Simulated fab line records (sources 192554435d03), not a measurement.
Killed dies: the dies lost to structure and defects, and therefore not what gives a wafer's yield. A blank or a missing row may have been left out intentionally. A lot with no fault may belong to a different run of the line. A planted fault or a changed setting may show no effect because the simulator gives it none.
fab line records	flow n5_finfet
[record] lots = 8	wafers = 24	last_day = 18
route steps=1938 shown BEOL_M0_SAQP@673 BEOL_M0_CUTY@710 BEOL_M4@1111 PASSIVATION@1936
lots that met no fault: from a run of the same line without faults
start_h: the number of hours between the record's first day and the start of the first shown wafer of the lot	wait_h: hours since the lot's step before	" unchanged from the row above	L1.1+2: a row that stands for several wafers	- value missing, or start not given	* or withheld: withheld	< > ~ a bound
route shown NAME@n: NAME is a module with steps in the file, n the number in the route of the first one	usual: the fault-free wafers' mean and standard deviation	same: alike in all rows	chamber/n: place in a boat	sites: the reading at each site	_std_site: the standard deviation of these	_edge_site: the outer-site mean with the inner-site mean subtracted	radius_mm: for every site, how far away it sits from the centre of the wafer	mask NAME#n: copy n	behind: tool/chamber where the wafer was last shaped	hold: why the lot went on hold/how many hours it stayed there/how the hold came to an end	device: the transistor (n, p or np) that didn't switch	end of line: at the end of the route, the tests of the same wafers	step lacking rows: just its recipe	killed: at the first sort, the dies lost to defects and structure; wafer yield is something else	map: per-die view of a wafer (x killed, . not killed, _ where there is no die)
set.NAME: the run value of the setting; set.NAME@STEP: its run value at that earlier step	model.NAME: the simulator's own value behind a step, which no gauge read
steps of the route over a sample of lots; a table a step, a row a wafer
services: a tool's chamber out of use, with start hour (start_h, from the record's first day; less than 0 if before it), hours out, and reason
[[steps]]
[step N5_BEOL_M0_SAQP_ETCH_107]
[recipe] chemistry = CH3F/O2	target = SiNx	target_depth_a = 300	mask_material = SOC	pressure_mtorr = 30	source_w = 395	bias_w = 73	Ar_flow_sccm = 150	CH3F_flow_sccm = 30	O2_flow_sccm = 20	ion_energy_ev = 120
[usual] CH3F_flow_sccm = 30.00/0.093	drypump_motor_current_A = 5.5/0.35	oes_product_au = 0.78/0.077	rf_vpp_V = 303/8.5	showerhead_plenum_p_Torr = 2.01/0.067	throttle_valve_pct = 16.39/0.18
lot.wafer	tool	chamber	start_h	wait_h	CH3F_flow_sccm	drypump_motor_current_A	oes_product_au	rf_hours_counter_h	rf_vpp_V	showerhead_plenum_p_Torr	throttle_valve_pct
L911.3	rie_diel-04	1	115.24	0.0	29.89	5.0	0.70	207	312	1.97	16.58
L911.4	"	0	"	"	29.89	5.6	0.89	34	307	1.97	16.25
L911.6	"	0	"	"	30.05	5.6	0.90	-	306	1.97	16.24
L917.1	rie_diel-04	3	151.25	0.0	30.06	5.4	0.73	187	294	2.08	16.45
L917.3	"	0	"	"	29.93	5.6	0.87	43	307	1.97	16.26
L917.6	"	1	"	"	30.05	5.0	0.69	-	313	1.97	16.63
L919.1	rie_diel-06	2	166.83	0.0	30.12	6.1	0.78	125	302	1.99	16.25
L919.2	"	3	"	"	30.21	5.2	0.86	41	314	2.12	16.09
L919.3	"	1	"	"	29.97	5.4	0.86	58	301	1.96	16.54
L929.3	rie_diel-06	3	227.23	0.0	29.86	5.2	0.85	52	314	2.12	16.09
L929.4	"	2	"	"	30.02	6.1	0.76	143	302	1.98	16.27
L929.6	"	0	"	"	30.08	5.6	0.74	-	294	2.09	16.48
L930.3	rie_diel-06	0	234.26	0.0	29.84	5.6	0.73	172	293	2.09	16.46
L930.4	"	2	"	"	30.19	6.1	0.76	145	300	1.98	16.29
L930.5	"	2	"	"	29.99	6.1	0.77	-	302	1.98	16.26
L931.1	rie_diel-02	3	238.66	0.0	29.95	5.7	0.88	57	298	2.09	16.45
L931.4	"	3	"	"	29.99	5.7	0.87	-	297	2.09	16.44
L931.6	"	2	"	"	29.98	5.8	0.91	-	292	1.97	16.05
L932.2	rie_diel-06	1	242.94	0.0	30.07	5.4	0.83	80	302	1.95	16.59
L932.3	"	2	"	"	30.13	6.1	0.76	147	301	1.98	16.30
L932.4	"	0	"	"	30.11	5.6	0.72	174	294	2.09	16.47
L933.1	rie_diel-02	3	251.62	0.0	29.96	5.7	0.85	63	299	2.09	16.45
L933.3	"	2	"	"	29.97	5.8	0.90	35	293	1.97	16.06
L933.6	"	3	"	"	29.95	5.7	0.85	-	299	2.09	16.44
[step N5_BEOL_M0_SAQP_RECESS_109]
[recipe] chemistry = HF/NH3	target = SiO2	target_depth_a = 30	afs_cycles = 1	temp_c = 30	sublimation_temp_c = 180	sublimation_time_s = 60
[usual] drypump_motor_current_A = 5.5/0.5
lot.wafer	tool	chamber	start_h	wait_h	drypump_motor_current_A
L911.3	vapor_etch-01	1	115.42	0.1	5.2
L911.4	"	0	"	"	6.3
L911.6	"	0	"	"	6.3
L917.1	vapor_etch-01	1	151.35	0.0	5.2
L917.3	"	1	"	"	5.2
L917.6	"	0	"	"	6.3
L919.1	vapor_etch-02	1	166.93	0.0	5.5
L919.2	"	0	"	"	5.0
L919.3	"	1	"	"	5.5
L929.3	vapor_etch-01	0	227.69	0.4	6.3
L929.4	"	1	"	"	5.2
L929.6	"	1	"	"	5.2
L930.3	vapor_etch-01	0	234.40	0.1	6.3
L930.4	"	1	"	"	5.2
L930.5	"	1	"	"	5.2
L931.1	vapor_etch-02	1	238.76	0.0	5.5
L931.4	"	0	"	"	5.0
L931.6	"	0	"	"	4.9
L932.2	vapor_etch-02	0	243.04	0.0	5.0
L932.3	"	1	"	"	5.5
L932.4	"	0	"	"	5.0
L933.1	vapor_etch-02	0	251.72	0.0	5.0
L933.3	"	0	"	"	5.0
L933.6	"	0	"	"	5.0
[step N5_BEOL_M0_SAQP_MANDREL2_REMOVE_110]
[recipe] chemistry = HBr/Cl2/O2	bt_time_s = 10	target = a-Si	stop_on = SiCN	endpoint = OES-SiCl	over_etch_frac = 1	icp_w = 600	bias_w = 30	HBr_flow_sccm = 150	Cl2_flow_sccm = 80	O2_flow_sccm = 5	pressure_mtorr = 10
[usual] HBr_flow_sccm = 150.0/0.42	drypump_motor_current_A = 5.8/0.5	he_backside_leak_sccm = 2.73/0.26	oes_product_au = 0.996/0.017	throttle_valve_pct = 36.8/0.58
[same] over_etch_frac = 1
lot.wafer	tool	chamber	start_h	wait_h	HBr_flow_sccm	drypump_motor_current_A	he_backside_leak_sccm	oes_product_au	rf_hours_counter_h	throttle_valve_pct
L911.3	rie_si-02	3	116.22	0.1	150.5	6.2	2.72	1.008	9	36.3
L911.4	"	1	"	"	149.7	6.6	2.56	0.993	57	37.1
L911.6	"	2	"	"	150.7	5.7	3.02	0.962	-	37.3
L917.1	rie_si-01	3	152.87	0.1	151.1	5.0	2.56	1.004	7	36.9
L917.3	"	1	"	"	149.7	5.3	2.86	1.004	127	36.3
L917.6	"	3	"	"	150.1	5.0	2.53	1.013	-	36.9
L919.1	rie_si-04	3	168.22	0.1	149.7	5.6	2.31	1.004	0	35.7
L919.2	"	1	"	"	149.7	5.9	2.71	0.991	188	37.5
L919.3	"	0	"	"	149.6	5.9	2.48	1.020	30	36.2
L929.3	rie_si-02	3	228.46	0.1	149.4	6.3	2.50	1.018	11	36.3
L929.4	"	0	"	"	149.7	5.6	2.63	0.999	20	37.1
L929.6	"	3	"	"	149.7	6.3	2.54	1.010	-	36.3
L930.3	rie_si-02	1	235.42	0.1	149.9	6.6	2.57	0.998	59	37.1
L930.4	"	3	"	"	150.1	6.2	2.65	1.006	11	36.3
L930.5	"	0	"	"	150.2	5.6	2.55	0.997	-	37.1
L931.1	rie_si-04	0	239.54	0.1	150.7	5.9	2.43	1.020	32	36.2
L931.4	"	2	"	"	149.6	5.1	2.90	1.013	75	37.1
L931.6	"	3	"	"	149.8	5.6	2.74	0.995	-	35.7
L932.2	rie_si-01	0	243.82	0.1	150.3	6.4	2.73	0.975	10	35.8
L932.3	"	1	"	"	149.8	5.3	3.42	1.016	129	36.3
L932.4	"	2	"	"	150.7	5.4	3.20	0.999	124	37.2
L933.1	rie_si-02	1	252.50	0.1	150.3	6.7	2.62	0.987	59	37.1
L933.3	"	3	"	"	149.8	6.2	2.60	1.019	11	36.4
L933.6	"	1	"	"	149.4	6.7	2.78	1.001	-	37.1
[step N5_BEOL_M0_SAQP_INSPECT_42]
[recipe] mode = adi	inspect_instrument = brightfield
[usual] raw_defect_count = 282/78
lot.wafer	tool	chamber	start_h	wait_h	raw_defect_count
L911.3	defect_inspect-02	-	116.72	0.0	286
L911.4	"	-	"	"	327
L911.6	"	-	"	"	281
L917.1	defect_inspect-01	-	153.39	0.1	265
L917.3	"	-	"	"	248
L917.6	"	-	"	"	321
L919.1	defect_inspect-02	-	168.72	0.1	303
L919.2	"	-	"	"	219
L919.3	"	-	"	"	360
L929.3	defect_inspect-02	-	228.97	0.0	692
L929.4	"	-	"	"	226
L929.6	"	-	"	"	279
L930.3	defect_inspect-02	-	235.93	0.0	681
L930.4	"	-	"	"	226
L930.5	"	-	"	"	217
L931.1	defect_inspect-02	-	240.05	0.1	274
L931.4	"	-	"	"	256
L931.6	"	-	"	"	194
L932.2	defect_inspect-02	-	244.45	0.0	412
L932.3	"	-	"	"	292
L932.4	"	-	"	"	460
L933.1	defect_inspect-01	-	253.01	0.1	341
L933.3	"	-	"	"	245
L933.6	"	-	"	"	390
[step N5_BEOL_M0_SAQP_ETCH_73]
[recipe] chemistry = CF4	target = SiARC	target_depth_a = 195	mask_material = CAR-EUV	time_s = 32.5	ion_energy_ev = 80	pressure_mtorr = 40	source_w = 545	bias_w = 36	Ar_flow_sccm = 100	cf4_flow_sccm = 100	ends = cleared
[usual] drypump_motor_current_A = 5.5/0.4	etch_rf_on_time_s = 32.5/0.97	oes_product_au = 0.67/0.069	rf_vpp_V = 184.2/1.1	showerhead_plenum_p_Torr = 2.16/0.065	throttle_valve_pct = 15.68/0.21
lot.wafer	tool	chamber	start_h	wait_h	drypump_motor_current_A	etch_rf_on_time_s	oes_product_au	rf_hours_counter_h	rf_vpp_V	showerhead_plenum_p_Torr	throttle_valve_pct
L911.3	rie_diel-02	1	116.81	0.0	6.0	32.8	0.62	181	184.4	2.14	15.76
L911.4	"	1	"	"	6.0	32.8	0.62	-	185.2	2.14	15.79
L911.6	"	0	"	"	4.7	33.8	0.59	-	184.7	2.14	15.99
L917.1	rie_diel-04	1	153.47	0.0	5.0	34.8	0.58	218	183.0	2.11	15.83
L917.3	"	3	"	"	5.4	31.9	0.63	188	185.5	2.22	15.76
L917.6	"	1	"	"	5.0	34.8	0.58	-	184.1	2.11	15.83
L919.1	rie_diel-06	2	168.81	0.0	6.1	32.2	0.67	126	183.2	2.14	15.60
L919.2	"	0	"	"	5.6	31.5	0.65	152	186.8	2.23	15.65
L919.3	"	1	"	"	5.4	31.4	0.74	58	182.3	2.10	15.77
L929.3	rie_diel-06	0	229.05	0.0	5.6	32.2	0.63	170	185.3	2.22	15.70
L929.4	"	3	"	"	5.2	32.9	0.72	52	183.1	2.25	15.34
L929.6	"	3	"	"	5.2	32.9	0.72	-	185.1	2.25	15.34
L930.3	rie_diel-04	0	236.03	0.0	5.7	33.8	0.70	67	183.2	2.10	15.54
L930.4	"	2	"	"	5.7	32.8	0.62	183	183.2	2.05	15.65
L930.5	"	2	"	"	5.7	32.9	0.61	-	183.1	2.05	15.65
L931.1	rie_diel-02	1	240.13	0.0	6.0	32.9	0.59	221	183.3	2.12	15.85
L931.4	"	2	"	"	5.8	31.1	0.79	-	184.0	2.10	15.21
L931.6	"	3	"	"	5.7	31.7	0.75	-	186.0	2.25	15.77
L932.2	rie_diel-02	2	244.53	0.0	5.8	31.4	0.78	32	183.9	2.10	15.21
L932.3	"	1	"	"	6.0	32.7	0.59	222	183.2	2.12	15.87
L932.4	"	1	"	"	5.9	32.9	0.59	-	184.6	2.12	15.86
L933.1	rie_diel-04	2	253.09	0.0	5.7	33.1	0.60	188	182.3	2.05	15.65
L933.3	"	3	"	"	5.4	32.6	0.60	220	184.9	2.21	15.84
L933.6	"	0	"	"	5.7	34.1	0.70	-	183.5	2.10	15.55
[step N5_BEOL_M0_CUTY_INSPECT_59]
[recipe] mode = adi	inspect_instrument = macro
[usual] raw_defect_count = 2.1/1.3
lot.wafer	tool	chamber	start_h	wait_h	raw_defect_count
L911.3	defect_inspect-02	-	118.11	0.0	1
L911.4	"	-	"	"	4
L911.6	"	-	"	"	4
L917.1	defect_inspect-02	-	154.78	0.0	4
L917.3	"	-	"	"	1
L917.6	"	-	"	"	3
L919.1	defect_inspect-02	-	170.14	0.0	6
L919.2	"	-	"	"	1
L919.3	"	-	"	"	1
L929.3	defect_inspect-01	-	230.42	0.0	>300
L929.4	"	-	"	"	0
L929.6	"	-	"	"	1
L930.3	defect_inspect-01	-	237.34	0.0	>300
L930.4	"	-	"	"	1
L930.5	"	-	"	"	2
L931.1	defect_inspect-02	-	241.44	0.0	2
L931.4	"	-	"	"	1
L931.6	"	-	"	"	2
L932.2	defect_inspect-01	-	245.71	0.0	1
L932.3	"	-	"	"	1
L932.4	"	-	"	"	3
L933.1	defect_inspect-02	-	254.52	0.0	2
L933.3	"	-	"	"	6
L933.6	"	-	"	"	0
[step N5_BEOL_M4_RC_MEAS_101]
[usual] DIBL_N = 37.5/2.5	DIBL_P = 38/3.1	IOFF_N = 0.19/0.059	IOFF_P = 0.24/0.061	ION_N = 679/16	ION_P = 465/9.8	SS_N = 72.0/0.8	SS_P = 73.7/0.86	VT_N = 248/4.5	VT_P = -249/3.5
lot.wafer	tool	chamber	start_h	wait_h	DIBL_N[mV/V]	DIBL_P[mV/V]	IOFF_N[nA/um]	IOFF_P[nA/um]	ION_N[uA/um]	ION_P[uA/um]	SS_N[mV/dec]	SS_P[mV/dec]	VT_N[mV]	VT_P[mV]
L911.3	prober-02	0	170.07	0.3	37.3	38	0.18	0.23	677	459	72.0	73.5	250	-250
L911.4	"	0	"	"	37.3	40	0.19	0.27	675	465	72.5	74.2	248	-248
L911.6	"	0	"	"	37.4	38	0.18	0.22	676	460	72.6	73.8	255	-252
L917.1	prober-02	0	221.67	0.0	35.9	37	0.16	0.20	667	459	72.3	73.8	251	-252
L917.3	"	0	"	"	37.2	37	0.19	0.20	680	461	72.0	73.0	249	-251
L917.6	"	0	"	"	33.6	34	0.11	0.17	659	451	70.9	73.0	255	-254
L919.1	prober-01	0	225.41	0.0	41.4	40	0.27	0.33	702	477	72.5	74.7	244	-244
L919.2	"	0	"	"	37.6	35	0.15	0.21	671	458	71.6	73.5	255	-247
L919.3	"	0	"	"	38.9	38	0.19	0.28	679	468	72.4	73.4	246	-244
L929.3	prober-02	0	288.15	0.3	37.6	37	0.19	0.24	683	463	72.1	73.9	249	-249
L929.4	"	0	"	"	35.7	34	0.16	0.21	667	462	71.5	73.3	249	-250
L929.6	"	0	"	"	37.4	36	0.20	0.24	685	466	72.0	73.8	244	-250
L931.1	prober-01	0	310.43	0.0	38.6	42	0.21	0.29	685	475	72.0	74.4	247	-249
L931.4	"	0	"	"	39.0	39	0.20	0.23	676	455	71.8	74.7	247	-251
L931.6	"	0	"	"	39.9	41	0.23	0.26	687	466	72.2	74.6	245	-249
L930.3	prober-02	0	310.66	0.3	40.5	38	0.23	0.26	684	465	72.7	73.8	246	-249
L930.4	"	0	"	"	38.6	36	0.17	0.22	662	460	73.0	73.4	250	-249
L930.5	"	0	"	"	39.9	38	0.21	0.25	687	466	71.8	74.0	250	-248
L932.2	prober-02	0	312.12	0.2	37.5	39	0.18	0.22	679	466	72.5	73.7	251	-252
L932.3	"	0	"	"	34.7	35	0.13	0.17	673	459	71.5	73.4	254	-252
L932.4	"	0	"	"	37.5	40	0.19	0.26	677	463	72.1	74.5	248	-249
L933.1	prober-02	0	317.13	0.0	36.5	37	0.18	0.22	681	462	72.6	73.0	250	-249
L933.3	"	0	"	"	36.5	39	0.19	0.27	690	476	72.7	74.0	247	-247
L933.6	"	0	"	"	36.0	37	0.15	0.20	677	461	72.3	73.7	253	-253
[step N5_PASSIVATION_PROBE_49]
[usual] defect_limited_yield = 91.0/1.4	killed_at_M0_to_M3 = 35/10	killed_at_M4_up = 14/5.5	killed_at_contacts = 13/5.6	killed_at_front_end = 41/11	killed_at_other = 4/3.4	killed_dies = 106/16	killed_on_rim = 13/4	killed_open = 68/12	killed_short = 35/7.3	sort_bin_5_function = 5.3/0.89	sort_bin_6_memory = 3.4/0.67	sort_n_pass = 1070/28	sort_yield_pct = 90.7/2.4
[same] gross_dies = 1180	killed_at_back_side = 0	sort_bin_4_leakage[%] = 0	sort_bin_8_speed[%] = 0
lot.wafer	tool	chamber	start_h	wait_h	defect_limited_yield[%]	killed_at_M0_to_M3	killed_at_M4_up	killed_at_contacts	killed_at_front_end	killed_at_other	killed_dies	killed_on_rim	killed_open	killed_short	sort_bin_5_function[%]	sort_bin_6_memory[%]	sort_n_pass	sort_yield_pct[%]
L911.3	prober-01	-	278.83	0.1	90.7	38	11	11	38	12	110	8	71	34	5.3	3.3	1070	90.7
L911.4	prober-01	-	278.88	0.2	92.5	26	15	12	35	1	89	8	65	22	4.7	2.5	1091	92.5
L911.6	prober-01	-	278.98	0.3	90.3	48	19	5	39	3	114	14	70	31	5.3	3.3	1066	90.3
L917.1	prober-01	-	319.95	0.0	91.9	54	6	5	24	6	95	18	57	29	4.7	2.9	1085	91.9
L917.3	prober-01	-	320.05	0.1	90.6	52	12	14	22	11	111	17	77	31	4.4	4.7	1069	90.6
L917.6	prober-01	-	320.20	0.3	90.4	40	21	12	28	12	113	12	72	34	6.1	3.1	1067	90.4
L919.1	prober-01	-	320.67	0.0	89.3	42	21	6	56	1	126	14	94	30	7.0	3.5	1054	89.3
L919.2	prober-01	-	320.72	0.1	91.2	39	23	11	30	1	104	12	76	24	5.6	3.1	1076	91.2
L919.3	prober-01	-	320.77	0.1	89.3	26	20	14	64	2	126	18	83	38	5.8	4.5	1054	89.3
L929.3	prober-02	-	403.12	0.1	82.8	132	11	7	46	7	203	29	77	31	11.5	3.4	977	82.8
L929.4	prober-02	-	403.17	0.2	90.7	42	10	9	44	5	110	14	67	42	5.3	3.7	1070	90.7
L929.6	prober-02	-	403.27	0.3	91.8	27	9	13	44	4	97	12	59	36	5.8	1.9	1083	91.8
L930.3	prober-02	-	411.54	0.1	82.8	121	5	14	61	2	203	30	59	38	10.2	4.0	977	82.8
L930.4	prober-02	-	411.59	0.2	91.4	35	13	21	32	1	102	8	61	40	4.7	3.5	1078	91.4
L930.5	prober-02	-	411.64	0.2	89.4	38	20	22	39	6	125	18	80	43	6.0	4.0	1055	89.4
L931.1	prober-01	-	415.46	0.0	90.8	30	18	15	36	10	109	11	71	33	5.3	3.7	1071	90.8
L931.4	prober-01	-	415.61	0.2	89.4	35	23	18	48	1	125	18	82	40	6.4	3.5	1055	89.4
L931.6	prober-01	-	415.71	0.3	90.5	23	11	16	46	16	112	12	67	40	6.0	3.1	1068	90.5
L933.1	prober-02	-	419.53	0.0	92.7	28	13	13	31	1	86	8	54	30	4.1	3.1	1094	92.7
L933.3	prober-02	-	419.63	0.1	90.0	32	16	28	37	5	118	12	73	42	5.8	3.7	1062	90.0
L933.6	prober-02	-	419.78	0.3	91.9	28	21	8	34	4	95	11	67	27	4.7	2.9	1085	91.9
L932.2	prober-01	-	424.46	0.1	92.7	26	7	12	40	1	86	15	54	30	4.4	2.6	1094	92.7
L932.3	prober-01	-	424.51	0.1	92.9	32	15	7	30	0	84	15	49	29	4.3	2.2	1096	92.9
L932.4	prober-01	-	424.56	0.2	92.5	30	14	7	33	4	88	8	57	31	3.7	3.5	1092	92.5
// killed by level:class
L911.3 BEOL_M2:geometric_particle:open=15 MOL_CONTACT_COAG:geometric_particle:open=10 FIN_SAQP:geometric_particle:open=9 BEOL_M3:geometric_particle:open=9 FIN_SAQP:geometric_particle:short=7 MIM_TOP_ETCH:geometric_particle:short=7 GATE_CUT:geometric_particle:short=5 STI_FIN_REVEAL:geometric_particle:open=4
L911.4 MOL_CONTACT_COAG:geometric_particle:open=11 BEOL_M2:geometric_particle:open=9 DUMMY_GATE:geometric_particle:open=6 GATE_CUT:geometric_particle:open=6 GATE_CUT:geometric_particle:short=6 FIN_SAQP:geometric_particle:short=5 STI_FIN_REVEAL:geometric_particle:open=4 BEOL_M0_SAQP:geometric_particle:open=4
L911.6 BEOL_M2:geometric_particle:open=12 BEOL_M1:geometric_particle:open=9 HKMG_FIN:area_etch=8 FIN_SAQP:geometric_particle:short=7 GATE_CUT:geometric_particle:open=7 BEOL_M3:geometric_particle:open=7 BEOL_M5:geometric_particle:open=7 FIN_SAQP:geometric_particle:open=6
L917.1 BEOL_M0_SAQP:geometric_particle:short=13 BEOL_M3:geometric_particle:open=8 DUMMY_GATE:geometric_particle:open=7 BEOL_M0_SAQP:geometric_particle:open=7 BEOL_M1:geometric_particle:open=6 BEOL_M2:geometric_particle:open=5 BEOL_M2:area_expose=4 FIN_SAQP:geometric_particle:open=3
L917.3 BEOL_M0_SAQP:geometric_particle:open=15 MOL_CONTACT_COAG:geometric_particle:open=13 BEOL_M0_SAQP:geometric_particle:short=11 BEOL_M2:geometric_particle:open=10 BEOL_M3:geometric_particle:open=7 DUMMY_GATE:geometric_particle:open=5 PAD_METAL:geometric_particle:open=5 STARTING-WAFER:geometric_particle:short=5
L917.6 MOL_CONTACT_COAG:geometric_particle:open=9 BEOL_M2:geometric_particle:open=9 BEOL_M0_SAQP:geometric_particle:open=8 STI_FIN_REVEAL:geometric_particle:open=7 BEOL_M1:geometric_particle:open=7 BEOL_M0_SAQP:geometric_particle:short=6 BEOL_M4:geometric_particle:open=5 PASS1_CAP:geometric_particle:open=4
L919.1 FIN_SAQP:geometric_particle:open=19 BEOL_M4:geometric_particle:open=11 BEOL_M1:geometric_particle:open=10 STI_FIN_REVEAL:geometric_particle:open=9 BEOL_M0_SAQP:geometric_particle:open=8 GATE_CUT:geometric_particle:short=7 BEOL_M0_SAQP:geometric_particle:short=7 FIN_SAQP:geometric_particle:short=6
L919.2 BEOL_M4:geometric_particle:open=13 MOL_CONTACT_COAG:geometric_particle:open=9 BEOL_M1:geometric_particle:open=8 FIN_SAQP:geometric_particle:open=7 BEOL_M3:geometric_particle:open=7 BEOL_M0_SAQP:geometric_particle:short=6 FIN_SAQP:geometric_particle:short=5 GATE_CUT:geometric_particle:open=5
L919.3 FIN_SAQP:geometric_particle:open=18 STI_FIN_REVEAL:geometric_particle:open=12 MOL_CONTACT_COAG:geometric_particle:open=9 BEOL_M4:geometric_particle:open=9 FIN_SAQP:geometric_particle:short=8 DUMMY_GATE:geometric_particle:open=7 BEOL_M1:geometric_particle:open=6 MOL_CONTACT_COAG:geometric_particle:short=5
L929.3 BEOL_M0_SAQP:unspecified=93 FIN_SAQP:geometric_particle:open=17 BEOL_M0_SAQP:geometric_particle:open=10 FIN_SAQP:geometric_particle:short=9 BEOL_M0:geometric_particle:open=8 BEOL_M2:geometric_particle:open=7 MOL_CONTACT_COAG:geometric_particle:open=6 STI_FIN_REVEAL:geometric_particle:open=5
L929.4 FIN_SAQP:geometric_particle:short=14 BEOL_M0_SAQP:geometric_particle:open=11 BEOL_M2:geometric_particle:open=11 STI_FIN_REVEAL:geometric_particle:open=10 BEOL_M0_SAQP:geometric_particle:short=10 MOL_CONTACT_COAG:geometric_particle:open=8 BEOL_M4:geometric_particle:open=5 STARTING-WAFER:geometric_particle:open=4
L929.6 FIN_SAQP:geometric_particle:open=11 BEOL_M0_SAQP:geometric_particle:short=10 MOL_CONTACT_COAG:geometric_particle:open=8 STARTING-WAFER:geometric_particle:short=6 FIN_SAQP:geometric_particle:short=5 MOL_CONTACT_COAG:geometric_particle:short=5 BEOL_M0_SAQP:geometric_particle:open=5 BEOL_M2:geometric_particle:open=5
L930.3 BEOL_M0_SAQP:unspecified=96 FIN_SAQP:geometric_particle:short=18 MOL_CONTACT_COAG:geometric_particle:open=12 STI_FIN_REVEAL:geometric_particle:open=7 BEOL_M3:geometric_particle:open=7 HKMG_FIN:area_etch=7 FIN_SAQP:geometric_particle:open=6 DUMMY_GATE:geometric_particle:open=6
L930.4 MOL_CONTACT_COAG:geometric_particle:open=17 FIN_SAQP:geometric_particle:short=14 BEOL_M1:geometric_particle:open=9 BEOL_M3:geometric_particle:open=9 FIN_SAQP:geometric_particle:open=7 BEOL_M0_SAQP:geometric_particle:short=6 BEOL_M4:geometric_particle:short=5 BEOL_M4:geometric_particle:open=5
L930.5 MOL_CONTACT_COAG:geometric_particle:open=15 BEOL_M4:geometric_particle:open=14 FIN_SAQP:geometric_particle:short=12 BEOL_M1:geometric_particle:open=10 BEOL_M3:geometric_particle:open=8 STI_FIN_REVEAL:geometric_particle:open=7 MOL_CONTACT_COAG:geometric_particle:short=7 BEOL_M2:geometric_particle:open=5
L931.1 STI_FIN_REVEAL:geometric_particle:open=12 MOL_CONTACT_COAG:geometric_particle:open=12 BEOL_M0_SAQP:geometric_particle:short=8 FIN_SAQP:geometric_particle:open=7 PAD_METAL:geometric_particle:open=6 BEOL_M0_SAQP:geometric_particle:open=6 GATE_CUT:geometric_particle:open=5 BEOL_M4:geometric_particle:open=5
L931.4 BEOL_M4:geometric_particle:open=15 FIN_SAQP:geometric_particle:open=14 MOL_CONTACT_COAG:geometric_particle:open=14 FIN_SAQP:geometric_particle:short=10 BEOL_M0_SAQP:geometric_particle:open=7 BEOL_M0_SAQP:geometric_particle:short=6 BEOL_M1:geometric_particle:open=6 BEOL_M1:geometric_particle:short=5
L931.6 MOL_CONTACT_COAG:geometric_particle:open=14 GATE_CUT:geometric_particle:short=11 FIN_SAQP:geometric_particle:open=7 FIN_SAQP:geometric_particle:short=7 GATE_CUT:geometric_particle:open=7 PAD_METAL:geometric_particle:open=6 BEOL_M0_SAQP:geometric_particle:open=5 BEOL_M0_SAQP:geometric_particle:short=5
L933.1 BEOL_M1:geometric_particle:open=11 DUMMY_GATE:geometric_particle:open=8 FIN_SAQP:geometric_particle:short=7 MOL_CONTACT_COAG:geometric_particle:open=7 STI_FIN_REVEAL:geometric_particle:open=5 MOL_CONTACT_COAG:geometric_particle:short=5 BEOL_M0_SAQP:geometric_particle:open=5 BEOL_M1:geometric_particle:short=4
L933.3 MOL_CONTACT_COAG:geometric_particle:open=22 BEOL_M0_SAQP:geometric_particle:short=11 FIN_SAQP:geometric_particle:short=9 BEOL_M4:geometric_particle:open=8 DUMMY_GATE:geometric_particle:open=7 BEOL_M0_SAQP:geometric_particle:open=7 FIN_SAQP:geometric_particle:open=6 MOL_CONTACT_COAG:geometric_particle:short=5
L933.6 BEOL_M4:geometric_particle:open=9 DUMMY_GATE:geometric_particle:open=8 STI_FIN_REVEAL:geometric_particle:open=7 MOL_CONTACT_COAG:geometric_particle:open=6 BEOL_M0_SAQP:geometric_particle:short=5 BEOL_M1:geometric_particle:open=5 BEOL_M2:geometric_particle:open=5 BEOL_M3:geometric_particle:open=5
L932.2 MOL_CONTACT_COAG:geometric_particle:open=8 BEOL_M3:geometric_particle:open=8 FIN_SAQP:geometric_particle:open=6 FIN_SAQP:geometric_particle:short=6 STI_FIN_REVEAL:geometric_particle:open=6 BEOL_M0_SAQP:geometric_particle:open=6 BEOL_M0_SAQP:geometric_particle:short=6 GATE_CUT:geometric_particle:open=5
L932.3 BEOL_M0_SAQP:geometric_particle:short=10 ILD0:geometric_particle:open=6 MOL_CONTACT_COAG:geometric_particle:open=6 BEOL_M0_SAQP:geometric_particle:open=5 FIN_SAQP:geometric_particle:short=4 BEOL_M1:geometric_particle:open=4 BEOL_M3:geometric_particle:open=4 STI_FIN_REVEAL:geometric_particle:open=3
L932.4 BEOL_M3:geometric_particle:open=7 STI_FIN_REVEAL:geometric_particle:open=6 BEOL_M4:geometric_particle:open=6 BEOL_M0_SAQP:geometric_particle:short=5 BEOL_M5:geometric_particle:open=5 FIN_SAQP:geometric_particle:open=4 GATE_CUT:geometric_particle:short=4 MOL_CONTACT_COAG:geometric_particle:open=4
[[services]]
tool	chamber	start_h	hours	kind
rie_diel-02	3	98.29	13.9	repair
rie_diel-02	-	99.37	0.4	repair
rie_si-02	0	106.16	1.4	repair
rie_diel-02	2	112.20	-	clean
rie_diel-02	2	112.20	-	consumable_replace:focus_ring
rie_diel-02	2	112.20	20.4	scheduled_down
rie_diel-02	2	112.20	20.4	vent_cycle
rie_diel-04	-	115.63	0.3	repair
rie_si-02	3	130.02	6.1	repair
rie_si-02	-	145.79	0.4	repair
rie_si-01	3	158.64	9.9	repair
vapor_etch-01	-	162.02	0.9	repair
rie_si-04	-	176.37	0.3	repair
rie_diel-06	3	176.37	19.3	repair
rie_si-04	3	203.76	34.2	repair
rie_si-04	-	207.65	0.2	repair
rie_si-01	3	221.38	4.1	repair
rie_diel-04	0	222.79	11.3	repair
rie_diel-04	2	228.08	2.4	repair
rie_diel-02	0	234.65	-	clean
rie_diel-02	0	234.65	-	consumable_replace:focus_ring
rie_diel-02	0	234.65	19.3	scheduled_down
rie_diel-02	0	234.65	19.3	vent_cycle
rie_si-01	0	249.80	20.7	repair
[[key]]
[first_sign] step = N5_BEOL_M0_SAQP_INSPECT_42	reading = raw_defect_count	direction = up	sigmas = 5.2	usual = 282	struck = 686
[effect] step = N5_BEOL_M0_CUTY_INSPECT_59	reading = raw_defect_count	direction = up	sigmas = 99+	usual = 2.1	struck = >300
[effect] step = N5_PASSIVATION_PROBE_49	reading = killed_at_M0_to_M3	direction = up	sigmas = 9.1	usual = 35	struck = 126
[more_kills_born_at] N5_BEOL_M0_SAQP_RECESS_109@vapor_etch-01 = 189
met_at N5_BEOL_M0_SAQP_RECESS_109
struck_lots L929,L930
struck_wafers L929.3,L930.3
not_acting_at N5_BEOL_M0_SAQP_ETCH_107,N5_BEOL_M0_SAQP_MANDREL2_REMOVE_110,N5_BEOL_M0_SAQP_ETCH_73
onset_between 151.35 227.69
[fault] kind = chamber_particle_source	tool = vapor_etch-01	chamber = 0	onset_h = 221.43	steps = N5_BEOL_M0_SAQP_RECESS_109	rate_per_visit_cm2 = 0.66479	end_h = 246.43
